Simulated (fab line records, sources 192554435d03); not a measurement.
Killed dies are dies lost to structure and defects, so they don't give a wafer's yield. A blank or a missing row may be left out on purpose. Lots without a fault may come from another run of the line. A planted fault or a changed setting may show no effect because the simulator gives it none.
fab line records | flow n5_finfet
record lots=22 wafers=66 last_day=18
route steps=1938 shown BEOL_M4@1035
lots that met no fault: from a run of the same line without faults
start_h: hours from the record's first day to the start of the lot's first wafer shown | wait_h: hours since the lot's step before | " the same as in the row above | L1.1+2: a row that stands for several wafers | - no value, or no start given | * or withheld: withheld | < > ~ a bound
route shown NAME@n: a module of which the file shows steps, and the number in the route of the first | usual: mean/standard deviation of fault-free wafers | same: alike in all rows | chamber/n: place in a boat | sites: the reading at each site | _std_site: their standard deviation | _edge_site: outer sites' mean less inner sites' | radius_mm: how far each site lies from the wafer's centre | mask NAME#n: copy n | behind: the tool/chamber that last shaped the wafer | hold: why the lot was held/for how many hours/how that ended | device: the transistor (n, p or np) that didn't switch | end of line: the same wafers' tests at the end of the route | a step without rows: its recipe alone | killed: dies lost to structure and defects at the first sort, not the wafer's yield | map: a wafer's dies, x killed, . not, _ none there
set.NAME: the setting as run; set.NAME@STEP: as run at that earlier step | model.NAME: the simulator's own value behind a step, which no gauge read
steps of the route over a sample of lots; a table a step, a row a wafer
services: from which hour (start_h, from the record's first day; less than 0 if before it) a tool's chamber was out of use, for how many hours, and why
## steps
# step N5_BEOL_M4_OVL_MEAS_12
# recipe points_per_wafer=522
# usual M4_OVL=0.3/0.69
# columns lot.wafer tool chamber start_h wait_h M4_OVL[nm]
L075.2 overlay-02 0 162.82 0.0 0.7
L075.5 " 0 " " -0.1
L075.6 " 0 " " -0.4
L077.1 overlay-02 0 166.89 0.0 0.4
L077.4 " 0 " " 0.6
L077.5 " 0 " " 0.4
L078.3 overlay-02 0 179.63 0.0 -0.6
L078.4 " 0 " " -0.3
L078.5 " 0 " " 0.2
L079.1 overlay-01 0 185.43 0.0 0.8
L079.3 " 0 " " 0.4
L079.4 " 0 " " 0.0
L080.2 overlay-02 0 193.45 0.0 0.2
L080.5 " 0 " " -1.0
L080.6 " 0 " " 0.0
L081.1 overlay-02 0 199.44 0.0 -0.7
L081.3 " 0 " " 0.7
L081.4 " 0 " " -0.3
L082.2 overlay-01 0 218.61 0.0 0.5
L082.4 " 0 " " 2.0
L082.5 " 0 " " 1.6
L083.1 overlay-01 0 222.74 0.0 0.6
L083.4 " 0 " " 0.9
L083.5 " 0 " " 0.1
L084.1 overlay-02 0 223.62 0.0 0.7
L084.5 " 0 " " 0.3
L084.6 " 0 " " 0.5
L085.2 overlay-02 0 234.28 0.0 0.8
L085.3 " 0 " " 0.4
L085.4 " 0 " " 1.0
L086.1 overlay-01 0 239.24 0.0 0.3
L086.3 " 0 " " -0.1
L086.5 " 0 " " 0.1
L087.1 overlay-02 0 241.92 0.0 0.7
L087.5 " 0 " " -0.1
L087.6 " 0 " " -0.2
L088.1 overlay-01 0 242.90 0.0 -0.2
L088.2 " 0 " " 0.6
L088.5 " 0 " " 0.0
L089.1 overlay-02 0 250.47 0.0 0.4
L089.4 " 0 " " 0.2
L089.5 " 0 " " 0.4
L090.2 overlay-01 0 255.08 0.0 -1.2
L090.3 " 0 " " 0.3
L090.5 " 0 " " -1.8
L092.2 overlay-01 0 274.16 0.0 -0.2
L092.4 " 0 " " 1.0
L092.5 " 0 " " -0.3
L093.3 overlay-02 0 275.58 0.0 1.0
L093.5 " 0 " " 1.4
L093.6 " 0 " " 1.4
L094.2 overlay-01 0 281.39 0.1 0.3
L094.3 " 0 " " 1.2
L094.5 " 0 " " 0.8
L095.1 overlay-01 0 287.47 0.0 -0.6
L095.4 " 0 " " 0.2
L095.6 " 0 " " -0.6
L096.2 overlay-02 0 291.06 0.0 0.7
L096.4 " 0 " " 0.5
L096.5 " 0 " " 0.6
L097.3 overlay-01 0 304.08 0.0 0.5
L097.5 " 0 " " -0.2
L097.6 " 0 " " 0.5
L091.3 overlay-01 0 309.53 0.0 0.2
L091.4 " 0 " " 0.1
L091.5 " 0 " " 0.8
# step N5_BEOL_M4_DESCUM_16
# recipe chemistry=O2 time_s=7 source_power_w=50 bias_power_w=20 pressure_mtorr=20 rf_frequency_hz=2.712e+07 temp_c=40 resist=CAR-EUV o2_flow_sccm=225
# usual chamber_pressure_mTorr=20.002/0.019 drypump_motor_current_A=5.9/0.46 oes_product_au=0.76/0.06 rf_fwd_power_W=49.35/0.24 rf_vpp_V=243.4/1.1 showerhead_plenum_p_Torr=2.10/0.055 throttle_valve_pct=20.53/0.23
# same time_s=7
# columns lot.wafer tool chamber start_h wait_h chamber_pressure_mTorr drypump_motor_current_A oes_product_au rf_fwd_power_W rf_hours_counter_h rf_vpp_V showerhead_plenum_p_Torr throttle_valve_pct
L075.2 rie_diel-01 3 163.26 0.4 19.986 6.6 0.71 49.26 224 243.5 2.16 20.73
L075.5 " 0 " " 19.999 5.9 0.75 49.36 - 240.2 1.99 20.19
L075.6 " 3 " " 20.035 6.7 0.71 49.44 - 244.7 2.16 20.74
L077.1 rie_diel-01 1 166.98 0.0 20.010 6.2 0.86 49.92 68 244.2 2.14 20.69
L077.4 " 0 " " 19.992 5.9 0.75 49.15 165 241.1 1.99 20.16
L077.5 " 1 " " 20.002 6.2 0.86 49.70 - 243.7 2.14 20.69
L078.3 rie_diel-01 0 179.71 0.0 19.997 5.9 0.74 49.29 170 241.5 1.99 20.18
L078.4 " 1 " " 19.979 6.2 0.85 49.63 73 243.4 2.14 20.70
L078.5 " 2 " " 19.998 5.6 0.77 49.68 - 242.6 2.03 20.59
L079.1 rie_diel-04 0 186.02 0.5 19.988 5.3 0.71 49.00 209 244.2 2.06 20.37
L079.3 " 2 " " 20.019 6.0 0.79 49.54 100 242.1 2.10 20.05
L079.4 " 1 " " 20.028 5.5 0.82 48.89 - 244.7 2.10 20.52
L080.2 rie_diel-02 0 193.57 0.1 20.010 6.1 0.89 49.54 25 244.1 2.14 20.36
L080.5 " 2 " " 19.981 6.6 0.75 49.32 - 244.3 2.18 20.86
L080.6 " 3 " " 19.970 5.2 0.71 49.64 - 244.2 2.09 20.35
L081.1 rie_diel-04 2 199.57 0.1 19.985 5.9 0.78 49.40 108 242.8 2.09 20.05
L081.3 " 1 " " 20.037 5.5 0.82 48.97 - 244.3 2.10 20.54
L081.4 " 2 " " 20.003 5.9 0.79 49.44 - 243.0 2.09 20.08
L082.2 rie_diel-01 0 219.08 0.4 20.018 5.9 0.73 49.42 186 242.9 1.98 20.19
L082.4 " 2 " " 20.016 5.6 0.75 49.34 124 242.2 2.02 20.61
L082.5 " 2 " " 19.998 5.6 0.75 49.44 - 243.8 2.02 20.62
L083.1 rie_diel-01 1 222.99 0.2 20.005 6.1 0.83 49.59 91 241.8 2.13 20.73
L083.4 " 2 " " 20.003 5.6 0.76 49.35 126 242.8 2.02 20.62
L083.5 " 3 " " 20.015 6.7 0.70 49.29 - 243.1 2.15 20.76
L084.1 rie_diel-02 3 223.74 0.1 20.032 5.2 0.70 49.58 208 243.2 2.09 20.36
L084.5 " 1 " " 19.996 5.8 0.75 49.23 - 244.0 2.09 20.62
L084.6 " 0 " " 20.010 6.1 0.87 49.49 - 242.8 2.14 20.36
L085.2 rie_diel-01 0 234.37 0.0 20.046 5.9 0.72 49.09 192 243.2 1.98 20.22
L085.3 " 2 " " 19.993 5.6 0.75 49.40 130 242.7 2.02 20.61
L085.4 " 3 " " 20.009 6.7 0.68 49.39 252 243.5 2.15 20.79
L086.1 rie_diel-02 2 239.33 0.0 19.982 6.6 0.74 49.47 192 243.7 2.17 20.86
L086.3 " 0 " " 20.012 6.2 0.86 49.52 43 242.1 2.14 20.38
L086.5 " 1 " " 19.979 5.8 0.76 49.04 - 242.0 2.09 20.62
L087.1 rie_diel-01 1 242.01 0.0 20.020 6.2 0.82 49.29 98 242.7 2.13 20.74
L087.5 " 0 " " 19.966 5.9 0.73 49.21 - 243.2 1.98 20.21
L087.6 " 3 " " 20.004 6.6 0.69 49.03 - 244.2 2.15 20.79
L088.1 rie_diel-01 1 243.14 0.2 20.006 6.2 0.82 49.34 98 243.6 2.13 20.75
L088.2 " 0 " " 20.030 5.9 0.73 49.24 195 243.1 1.98 20.21
L088.5 " 0 " " 20.044 5.9 0.72 49.44 - 243.0 1.98 20.20
L089.1 rie_diel-02 2 250.57 0.0 20.012 6.7 0.73 49.50 195 244.4 2.17 20.87
L089.4 " 0 " " 19.995 6.2 0.85 49.50 46 244.1 2.14 20.39
L089.5 " 0 " " 19.973 6.2 0.86 49.47 - 245.1 2.14 20.39
L090.2 rie_diel-02 0 255.16 0.0 19.981 6.2 0.86 49.69 47 243.6 2.13 20.38
L090.3 " 1 " " 20.003 5.8 0.75 48.91 176 243.6 2.08 20.63
L090.5 " 1 " " 19.994 5.8 0.75 49.33 - 243.0 2.08 20.63
L092.2 rie_diel-04 0 274.25 0.0 20.021 5.3 0.68 49.27 237 242.1 2.05 20.42
L092.4 " 2 " " 20.020 6.0 0.77 49.23 136 243.3 2.08 20.10
L092.5 " 0 " " 19.995 5.3 0.68 49.07 - 241.9 2.05 20.44
L093.3 rie_diel-02 3 275.66 0.0 20.017 5.2 0.69 49.56 224 243.3 2.08 20.40
L093.5 " 1 " " 19.999 5.8 0.74 49.10 - 244.3 2.08 20.63
L093.6 " 0 " " 19.989 6.2 0.85 49.61 - 243.9 2.13 20.41
L094.2 rie_diel-04 1 281.63 0.2 20.011 5.5 0.78 49.28 127 242.0 2.09 20.57
L094.3 " 0 " " 20.010 5.3 0.68 49.30 240 243.6 2.05 20.42
L094.5 " 0 " " 20.045 5.3 0.68 49.10 - 241.8 2.05 20.45
L095.1 rie_diel-02 3 288.58 1.1 19.998 5.3 0.69 49.55 230 242.8 2.08 20.41
L095.4 " 2 " " 19.982 6.6 0.72 49.37 209 244.8 2.17 20.88
L095.6 " 1 " " 19.992 5.8 0.74 48.98 - 242.6 2.08 20.63
L096.2 rie_diel-02 0 291.96 0.8 19.983 6.2 0.84 49.47 62 242.9 2.13 20.40
L096.4 " 1 " " 19.985 5.8 0.73 49.13 191 243.5 2.08 20.63
L096.5 " 3 " " 19.998 5.2 0.68 49.48 - 242.8 2.08 20.39
L097.3 rie_diel-04 0 304.16 0.0 19.978 5.3 0.68 49.18 251 243.3 2.05 20.44
L097.5 " 2 " " 20.025 5.9 0.76 49.20 - 243.2 2.08 20.13
L097.6 " 0 " " 19.991 5.3 0.67 49.46 - 241.4 2.05 20.44
L091.3 rie_diel-02 1 309.64 0.1 19.979 5.8 0.73 49.10 198 245.0 2.08 20.65
L091.4 " 0 " " 19.981 6.2 0.83 49.46 70 242.6 2.13 20.41
L091.5 " 1 " " 20.001 5.8 0.73 49.11 - 243.3 2.08 20.67
# step N5_BEOL_M4_ETCH_74
# recipe chemistry=N2/H2 target=underlayer target_depth_a=65 mask_material=CAR-EUV time_s=5.2 ion_energy_ev=200 pressure_mtorr=30 source_w=840 bias_w=150 n2_flow_sccm=200 h2_flow_sccm=200 ends=cleared
# usual chamber_pressure_mTorr=30.01/0.039 drypump_motor_current_A=5.9/0.46 etch_rf_on_time_s=5.26/0.12 oes_product_au=0.65/0.051 rf_fwd_power_W=819.9/2.5 rf_vpp_V=523.9/2.1 showerhead_plenum_p_Torr=2.54/0.059 throttle_valve_pct=17.91/0.2
# columns lot.wafer tool chamber start_h wait_h chamber_pressure_mTorr drypump_motor_current_A etch_rf_on_time_s oes_product_au rf_fwd_power_W rf_hours_counter_h rf_vpp_V showerhead_plenum_p_Torr throttle_valve_pct
L075.2 rie_diel-01 3 163.30 0.0 30.02 6.7 5.36 0.61 821.2 224 524.9 2.60 18.01
L075.5 " 0 " " 30.03 5.9 5.42 0.62 816.2 - 521.7 2.44 17.80
L075.6 " 3 " " 30.08 6.7 5.35 0.60 820.1 - 522.8 2.60 17.99
L077.1 rie_diel-01 1 167.01 0.0 29.99 6.2 5.08 0.73 814.3 68 526.5 2.59 18.07
L077.4 " 0 " " 30.00 5.9 5.37 0.63 819.1 165 518.6 2.44 17.86
L077.5 " 1 " " 29.96 6.2 5.17 0.73 815.8 - 524.1 2.59 18.04
L078.3 rie_diel-01 0 179.74 0.0 29.97 5.9 5.42 0.61 823.1 170 522.7 2.43 17.84
L078.4 " 1 " " 30.02 6.2 5.19 0.72 823.1 73 524.9 2.59 18.05
L078.5 " 2 " " 30.03 5.6 5.40 0.66 818.5 - 519.7 2.46 18.07
L079.1 rie_diel-04 0 186.06 0.0 30.02 5.3 5.28 0.60 821.2 209 523.5 2.52 17.87
L079.3 " 2 " " 30.02 6.0 5.30 0.67 819.9 100 523.2 2.56 17.61
L079.4 " 1 " " 30.00 5.6 5.05 0.70 816.5 - 524.7 2.57 18.05
L080.2 rie_diel-02 0 193.61 0.0 29.98 6.2 5.28 0.76 820.1 25 527.3 2.60 17.65
L080.5 " 2 " " 30.04 6.7 5.17 0.63 819.3 - 527.4 2.64 18.23
L080.6 " 3 " " 29.98 5.2 5.19 0.61 822.2 - 524.1 2.52 17.64
L081.1 rie_diel-04 2 199.62 0.0 30.01 5.9 5.31 0.66 818.7 108 524.9 2.56 17.59
L081.3 " 1 " " 30.01 5.5 5.06 0.70 814.5 - 523.8 2.57 18.04
L081.4 " 2 " " 29.98 6.0 5.35 0.66 819.1 - 523.7 2.56 17.59
L082.2 rie_diel-01 0 219.11 0.0 30.13 5.9 5.50 0.61 825.0 186 522.7 2.43 17.89
L082.4 " 2 " " 29.98 5.6 5.45 0.64 824.2 124 518.4 2.46 18.10
L082.5 " 2 " " 29.94 5.6 5.47 0.64 821.0 - 523.2 2.46 18.11
L083.1 rie_diel-01 1 223.03 0.0 30.02 6.1 5.14 0.70 819.7 91 521.7 2.58 18.06
L083.4 " 2 " " 30.02 5.6 5.39 0.64 820.0 126 521.5 2.45 18.11
L083.5 " 3 " " 29.97 6.7 5.38 0.58 821.3 - 525.3 2.59 17.99
L084.1 rie_diel-02 3 223.77 0.0 29.99 5.2 5.32 0.59 823.0 208 522.5 2.51 17.68
L084.5 " 1 " " 30.09 5.8 5.13 0.66 819.8 - 525.0 2.52 17.82
L084.6 " 0 " " 29.96 6.2 5.35 0.74 819.8 - 523.9 2.59 17.68
L085.2 rie_diel-01 0 234.40 0.0 30.02 5.9 5.53 0.61 821.8 192 522.1 2.42 17.86
L085.3 " 2 " " 29.94 5.6 5.51 0.63 824.1 130 521.1 2.45 18.10
L085.4 " 3 " " 29.93 6.7 5.39 0.58 816.9 252 525.6 2.59 18.03
L086.1 rie_diel-02 2 239.37 0.0 29.98 6.6 5.13 0.64 816.7 192 526.2 2.63 18.25
L086.3 " 0 " " 30.08 6.2 5.27 0.73 821.6 43 523.8 2.59 17.68
L086.5 " 1 " " 30.03 5.9 5.12 0.65 818.2 - 524.2 2.51 17.83
L087.1 rie_diel-01 1 242.05 0.0 30.00 6.2 5.15 0.70 825.6 98 525.7 2.58 18.10
L087.5 " 0 " " 30.03 5.9 5.36 0.61 822.4 - 519.8 2.42 17.90
L087.6 " 3 " " 29.99 6.7 5.25 0.59 822.4 - 526.0 2.59 18.04
L088.1 rie_diel-01 1 243.17 0.0 29.99 6.2 5.21 0.69 820.8 98 526.0 2.57 18.13
L088.2 " 0 " " 30.02 5.9 5.44 0.61 820.9 195 519.9 2.42 17.89
L088.5 " 0 " " 30.09 5.9 5.45 0.61 821.2 - 519.8 2.42 17.90
L089.1 rie_diel-02 2 250.60 0.0 30.04 6.7 5.23 0.62 823.3 195 525.9 2.63 18.25
L089.4 " 0 " " 30.01 6.1 5.35 0.73 820.7 46 525.0 2.59 17.69
L089.5 " 0 " " 29.95 6.1 5.35 0.73 816.0 - 525.6 2.59 17.66
L090.2 rie_diel-02 0 255.20 0.0 30.06 6.2 5.32 0.73 825.0 47 525.9 2.59 17.69
L090.3 " 1 " " 29.99 5.8 5.17 0.65 819.9 176 523.6 2.51 17.84
L090.5 " 1 " " 29.99 5.8 5.20 0.64 820.4 - 524.0 2.51 17.85
L092.2 rie_diel-04 0 274.28 0.0 30.00 5.3 5.23 0.58 819.6 237 520.8 2.51 17.93
L092.4 " 2 " " 29.99 5.9 5.29 0.64 820.4 136 523.4 2.55 17.64
L092.5 " 0 " " 30.07 5.3 5.17 0.58 813.6 - 523.2 2.51 17.92
L093.3 rie_diel-02 3 275.70 0.0 29.98 5.2 5.31 0.59 822.7 224 520.3 2.50 17.72
L093.5 " 1 " " 30.04 5.8 5.18 0.63 818.1 - 522.5 2.51 17.84
L093.6 " 0 " " 30.05 6.2 5.36 0.72 824.2 - 525.3 2.58 17.71
L094.2 rie_diel-04 1 281.67 0.0 30.05 5.5 5.09 0.67 823.6 127 525.3 2.55 18.09
L094.3 " 0 " " 30.07 5.3 5.15 0.59 820.1 240 522.3 2.51 17.91
L094.5 " 0 " " 29.99 5.3 5.15 0.59 818.1 - 522.4 2.51 17.91
L095.1 rie_diel-02 3 288.62 0.0 30.01 5.2 5.31 0.59 818.3 230 523.7 2.50 17.71
L095.4 " 2 " " 29.98 6.6 5.21 0.61 818.7 209 523.5 2.62 18.25
L095.6 " 1 " " 30.05 5.8 5.12 0.63 823.1 - 525.0 2.51 17.87
L096.2 rie_diel-02 0 292.00 0.0 30.02 6.2 5.31 0.71 817.5 62 525.1 2.58 17.69
L096.4 " 1 " " 30.02 5.8 5.16 0.64 819.6 191 522.3 2.51 17.89
L096.5 " 3 " " 30.00 5.2 5.29 0.58 818.1 - 523.9 2.50 17.72
L097.3 rie_diel-04 0 304.20 0.0 30.00 5.3 5.23 0.58 820.3 251 522.8 2.51 17.93
L097.5 " 2 " " 29.99 6.0 5.30 0.63 820.6 - 523.4 2.54 17.68
L097.6 " 0 " " 29.95 5.3 5.24 0.57 819.5 - 521.8 2.51 17.92
L091.3 rie_diel-02 1 309.67 0.0 29.98 5.8 5.14 0.63 819.6 198 520.8 2.50 17.90
L091.4 " 0 " " 29.94 6.2 5.28 0.70 822.0 70 526.8 2.58 17.71
L091.5 " 1 " " 30.00 5.8 5.16 0.63 820.4 - 524.6 2.50 17.91
# step N5_BEOL_M4_VIA_ETCH_34
# recipe chemistry=C4F6/O2 target_depth_a=694 mask_material=SOC pressure_mtorr=15 ion_energy_ev=250 taper_deg=4 time_s=65.9 source_w=350 bias_w=170 Ar_flow_sccm=300 C4F6_flow_sccm=10 O2_flow_sccm=10
# usual chamber_pressure_mTorr=14.999/0.014 drypump_motor_current_A=5.9/0.44 oes_product_au=0.77/0.07 rf_fwd_power_W=346.8/1.3 rf_vpp_V=662/8.7 showerhead_plenum_p_Torr=2.86/0.072 throttle_valve_pct=30.92/0.27
# same time_s=65.9
# columns lot.wafer tool chamber start_h wait_h chamber_pressure_mTorr drypump_motor_current_A oes_product_au rf_fwd_power_W rf_hours_counter_h rf_vpp_V showerhead_plenum_p_Torr throttle_valve_pct
L075.2 rie_diel-01 1 171.26 0.0 14.986 6.2 0.85 345.7 70 677 2.88 31.04
L075.5 " 3 " " 14.999 6.7 0.70 348.9 - 677 2.93 31.05
L075.6 " 2 " " 15.003 5.6 0.78 350.7 - 666 2.73 30.71
L077.1 rie_diel-02 3 175.38 0.0 14.988 5.2 0.71 347.7 195 661 2.85 30.68
L077.4 " 2 " " 15.005 6.6 0.75 349.5 174 660 2.98 31.36
L077.5 " 3 " " 15.001 5.2 0.71 346.7 - 662 2.85 30.69
L078.3 rie_diel-04 1 194.56 0.0 14.990 5.6 0.81 345.6 - 662 2.88 31.18
L078.4 " 2 " " 15.045 6.0 0.79 346.1 - 662 2.87 30.49
L078.5 " 1 " " 15.001 5.6 0.82 347.8 - 662 2.88 31.15
L079.1 rie_diel-02 2 197.97 0.0 14.990 6.6 0.75 346.7 177 662 2.98 31.39
L079.3 " 3 " " 15.002 5.2 0.71 347.3 198 661 2.85 30.69
L079.4 " 1 " " 14.984 5.8 0.77 343.6 157 655 2.86 31.04
L080.2 rie_diel-02 0 201.68 0.0 15.009 6.2 0.89 348.0 28 659 2.93 30.84
L080.5 " 1 " " 14.998 5.8 0.77 345.2 - 656 2.86 31.05
L080.6 " 2 " " 15.024 6.6 0.74 347.0 - 659 2.97 31.36
L081.1 rie_diel-04 3 210.69 0.0 14.998 5.6 1.02 346.5 1 680 2.92 31.03
L081.3 " 0 " " 15.006 5.3 0.70 345.7 214 646 2.83 30.91
L081.4 " 1 " " 14.986 5.5 0.80 347.4 100 663 2.88 31.18
L082.2 rie_diel-02 1 222.52 0.0 15.013 5.8 0.76 346.8 165 655 2.85 31.05
L082.4 " 3 " " 14.997 5.2 0.69 347.6 207 661 2.84 30.70
L082.5 " 2 " " 14.997 6.7 0.74 346.4 - 660 2.97 31.40
L083.1 rie_diel-02 0 229.36 0.0 15.009 6.2 0.87 347.1 38 659 2.92 30.86
L083.4 " 3 " " 14.991 5.2 0.70 348.3 209 659 2.84 30.68
L083.5 " 2 " " 14.991 6.7 0.74 345.5 - 658 2.97 31.40
L084.1 rie_diel-01 1 229.61 0.0 14.983 6.2 0.83 347.1 93 677 2.87 31.06
L084.5 " 0 " " 14.991 5.9 0.72 347.3 - 652 2.71 30.53
L084.6 " 1 " " 14.989 6.2 0.83 344.9 - 677 2.87 31.06
L085.2 rie_diel-04 0 240.94 0.0 14.994 5.3 0.69 345.1 225 645 2.82 30.91
L085.3 " 3 " " 15.009 5.6 0.96 346.9 12 681 2.92 31.04
L085.4 " 1 " " 14.990 5.5 0.80 346.1 112 662 2.87 31.19
L086.1 rie_diel-02 1 245.27 0.0 14.973 5.8 0.75 343.0 174 655 2.85 31.07
L086.3 " 0 " " 14.997 6.2 0.85 347.1 45 659 2.92 30.86
L086.5 " 0 " " 14.991 6.2 0.86 347.8 - 660 2.92 30.87
L088.1 rie_diel-01 2 249.43 0.0 14.992 5.6 0.75 347.9 136 665 2.71 30.75
L088.2 " 1 " " 14.975 6.2 0.82 346.6 101 678 2.86 31.07
L088.5 " 2 " " 15.011 5.6 0.75 346.5 - 665 2.71 30.74
L087.1 rie_diel-04 2 249.47 0.0 14.999 6.0 0.77 345.8 127 661 2.86 30.51
L087.5 " 1 " " 14.993 5.6 0.80 343.6 - 662 2.87 31.18
L087.6 " 0 " " 14.977 5.3 0.70 346.8 - 646 2.82 30.91
L089.1 rie_diel-01 0 254.61 0.0 15.002 5.9 0.71 347.0 201 651 2.70 30.53
L089.4 " 0 " " 14.994 5.9 0.70 347.3 - 651 2.70 30.53
L089.5 " 2 " " 14.989 5.6 0.74 348.6 - 663 2.71 30.75
L090.2 rie_diel-02 1 269.67 0.0 15.011 5.8 0.75 345.7 182 654 2.84 31.06
L090.3 " 0 " " 15.013 6.2 0.85 347.0 52 658 2.92 30.90
L090.5 " 0 " " 15.004 6.2 0.85 349.3 - 660 2.91 30.89
L092.2 rie_diel-04 1 276.60 0.0 14.990 5.6 0.77 346.9 125 661 2.86 31.22
L092.4 " 0 " " 15.006 5.3 0.68 345.8 238 643 2.82 30.94
L092.5 " 0 " " 15.005 5.3 0.68 345.4 - 644 2.82 30.92
L093.3 rie_diel-02 0 279.84 0.0 15.007 6.2 0.84 347.2 55 660 2.91 30.90
L093.5 " 0 " " 14.982 6.2 0.83 348.6 - 658 2.91 30.88
L093.6 " 3 " " 15.006 5.2 0.69 348.0 - 660 2.83 30.72
L094.2 rie_diel-02 3 290.22 0.0 15.010 5.2 0.68 348.8 231 660 2.83 30.71
L094.3 " 0 " " 14.994 6.2 0.83 346.8 61 659 2.91 30.88
L094.5 " 3 " " 14.990 5.2 0.68 348.7 - 661 2.83 30.71
L095.1 rie_diel-02 0 296.51 0.0 15.001 6.2 0.83 344.3 64 659 2.91 30.88
L095.4 " 2 " " 14.972 6.6 0.72 345.5 212 660 2.96 31.40
L095.6 " 1 " " 14.993 5.8 0.73 346.0 - 656 2.84 31.06
L096.2 rie_diel-04 0 296.54 0.0 15.000 5.3 0.68 345.2 248 644 2.81 30.93
L096.4 " 1 " " 15.016 5.5 0.77 344.8 - 662 2.86 31.22
L096.5 " 0 " " 14.990 5.3 0.68 346.4 - 645 2.81 30.93
L097.3 rie_diel-01 2 306.07 0.0 15.011 5.6 0.73 347.3 153 665 2.70 30.74
L097.5 " 2 " " 15.002 5.6 0.73 348.6 - 665 2.70 30.77
L097.6 " 3 " " 15.019 6.7 0.99 347.9 - 677 2.91 30.89
L091.3 rie_diel-04 1 313.98 0.0 14.972 5.6 0.75 346.5 142 661 2.86 31.21
L091.4 " 3 " " 14.992 5.6 0.90 347.6 - 680 2.90 31.06
L091.5 " 2 " " 14.989 6.0 0.73 347.1 - 661 2.84 30.52
# step N5_BEOL_M4_SURFACE_TREAT_85
# recipe gas=Ar time_s=* ion_energy_ev=* ion_current_ma_cm2=0.5 pressure_mtorr=* ar_flow_sccm=30
# usual throttle_valve_pct=*
# same time_s=*
# columns lot.wafer tool chamber start_h wait_h throttle_valve_pct
L075.2 pvd_sputter-01 - 172.20 0.1 *
L075.5 " - " " *
L075.6 " - " " *
L077.1 pvd_sputter-03 - 177.81 1.4 *
L077.4 " - " " *
L077.5 " - " " *
L078.3 pvd_sputter-01 - 197.66 1.9 *
L078.4 " - " " *
L078.5 " - " " *
L079.1 pvd_sputter-01 - 199.74 0.4 *
L079.3 " - " " *
L079.4 " - " " *
L080.2 pvd_sputter-01 - 202.61 0.3 *
L080.5 " - " " *
L080.6 " - " " *
L081.1 pvd_sputter-01 - 211.91 0.3 *
L081.3 " - " " *
L081.4 " - " " *
L082.2 pvd_sputter-01 - 223.73 0.4 *
L082.4 " - " " *
L082.5 " - " " *
L083.1 pvd_sputter-01 - 230.14 0.1 *
L083.4 " - " " *
L083.5 " - " " *
L084.1 pvd_sputter-01 - 230.61 0.4 *
L084.5 " - " " *
L084.6 " - " " *
L085.2 pvd_sputter-02 - 242.84 0.2 *
L085.3 " - " " *
L085.4 " - " " *
L086.1 pvd_sputter-02 - 247.30 1.1 *
L086.3 " - " " *
L086.5 " - " " *
L088.1 pvd_sputter-01 - 250.67 0.3 *
L088.2 " - " " *
L088.5 " - " " *
L087.1 pvd_sputter-02 - 250.70 0.3 *
L087.5 " - " " *
L087.6 " - " " *
L089.1 pvd_sputter-01 - 255.99 0.3 *
L089.4 " - " " *
L089.5 " - " " *
L090.2 pvd_sputter-02 - 271.06 0.2 *
L090.3 " - " " *
L090.5 " - " " *
L092.2 pvd_sputter-03 - 277.56 0.1 *
L092.4 " - " " *
L092.5 " - " " *
L093.3 pvd_sputter-02 - 280.96 0.2 *
L093.5 " - " " *
L093.6 " - " " *
L094.2 pvd_sputter-03 - 291.81 0.5 *
L094.3 " - " " *
L094.5 " - " " *
L095.1 pvd_sputter-01 - 297.61 0.1 *
L095.4 " - " " *
L095.6 " - " " *
L096.2 pvd_sputter-01 - 297.68 0.2 *
L096.4 " - " " *
L096.5 " - " " *
L097.3 pvd_sputter-02 - 306.94 0.1 *
L097.5 " - " " *
L097.6 " - " " *
L091.3 pvd_sputter-02 - 316.14 1.0 *
L091.4 " - " " *
L091.5 " - " " *
# step N5_BEOL_M4_ANNEAL_80
# recipe temp_c=400 time_s=240 ambient=vacuum
# usual heater_power_w=808/86
# same time_s=240
# columns lot.wafer tool chamber start_h wait_h heater_power_w
L075.2 pvd_sputter-01 - 172.80 0.0 944
L075.5 " - " " 721
L075.6 " - " " 784
L077.1 pvd_sputter-01 - 178.34 0.0 942
L077.4 " - " " 742
L077.5 " - " " 780
L078.3 pvd_sputter-01 - 198.20 0.0 805
L078.4 " - " " 747
L078.5 " - " " 919
L079.1 pvd_sputter-02 - 200.26 0.0 777
L079.3 " - " " 752
L079.4 " - " " 1033
L080.2 pvd_sputter-02 - 203.16 0.0 752
L080.5 " - " " 775
L080.6 " - " " 755
L081.1 pvd_sputter-01 - 212.51 0.0 776
L081.3 " - " " 941
L081.4 " - " " 781
L082.2 pvd_sputter-01 - 224.46 0.0 741
L082.4 " - " " 776
L082.5 " - " " 751
L083.1 pvd_sputter-01 - 230.96 0.0 725
L083.4 " - " " 782
L083.5 " - " " 714
L084.1 pvd_sputter-03 - 232.30 0.0 825
L084.5 " - " " 829
L084.6 " - " " 815
L085.2 pvd_sputter-01 - 243.49 0.0 732
L085.3 " - " " 930
L085.4 " - " " 787
L086.1 pvd_sputter-02 - 248.20 0.0 765
L086.3 " - " " 753
L086.5 " - " " 751
L088.1 pvd_sputter-02 - 251.20 0.0 745
L088.2 " - " " 769
L088.5 " - " " 762
L087.1 pvd_sputter-01 - 252.99 0.0 759
L087.5 " - " " 955
L087.6 " - " " 789
L089.1 pvd_sputter-01 - 256.57 0.0 946
L089.4 " - " " 774
L089.5 " - " " 739
L090.2 pvd_sputter-03 - 272.08 0.0 836
L090.3 " - " " 699
L090.5 " - " " 825
L092.2 pvd_sputter-03 - 278.23 0.0 781
L092.4 " - " " 838
L092.5 " - " " 823
L093.3 pvd_sputter-03 - 281.50 0.0 752
L093.5 " - " " 772
L093.6 " - " " 836
L094.2 pvd_sputter-03 - 292.47 0.0 825
L094.3 " - " " 760
L094.5 " - " " 696
L095.1 pvd_sputter-01 - 298.18 0.0 795
L095.4 " - " " 775
L095.6 " - " " 766
L096.2 pvd_sputter-02 - 298.40 0.0 761
L096.4 " - " " 743
L096.5 " - " " 757
L097.3 pvd_sputter-01 - 307.47 0.0 962
L097.5 " - " " 943
L097.6 " - " " 741
L091.3 pvd_sputter-01 - 317.28 0.0 768
L091.4 " - " " 934
L091.5 " - " " 786
## services
# columns tool chamber start_h hours kind
rie_diel-04 3 149.90 3.7 repair
rie_diel-02 2 165.11 1.6 repair
rie_diel-02 1 169.68 5.5 repair
rie_diel-04 3 174.05 - clean
rie_diel-04 3 174.05 - consumable_replace:focus_ring
rie_diel-04 3 174.05 32.0 scheduled_down
rie_diel-04 3 174.05 32.0 vent_cycle
rie_diel-02 - 176.27 14.6 pm
rie_diel-04 0 192.97 14.7 repair
pvd_sputter-02 - 205.02 2.0 repair
rie_diel-01 3 242.29 6.0 repair
pvd_sputter-01 - 246.25 3.0 repair
rie_diel-01 1 269.22 5.2 repair
rie_diel-01 - 280.26 14.6 pm
rie_diel-04 0 305.44 - clean
rie_diel-04 0 305.44 - consumable_replace:focus_ring
rie_diel-04 0 305.44 17.7 scheduled_down
rie_diel-04 0 305.44 17.7 vent_cycle
rie_diel-01 1 315.35 8.1 repair
## key
fault none
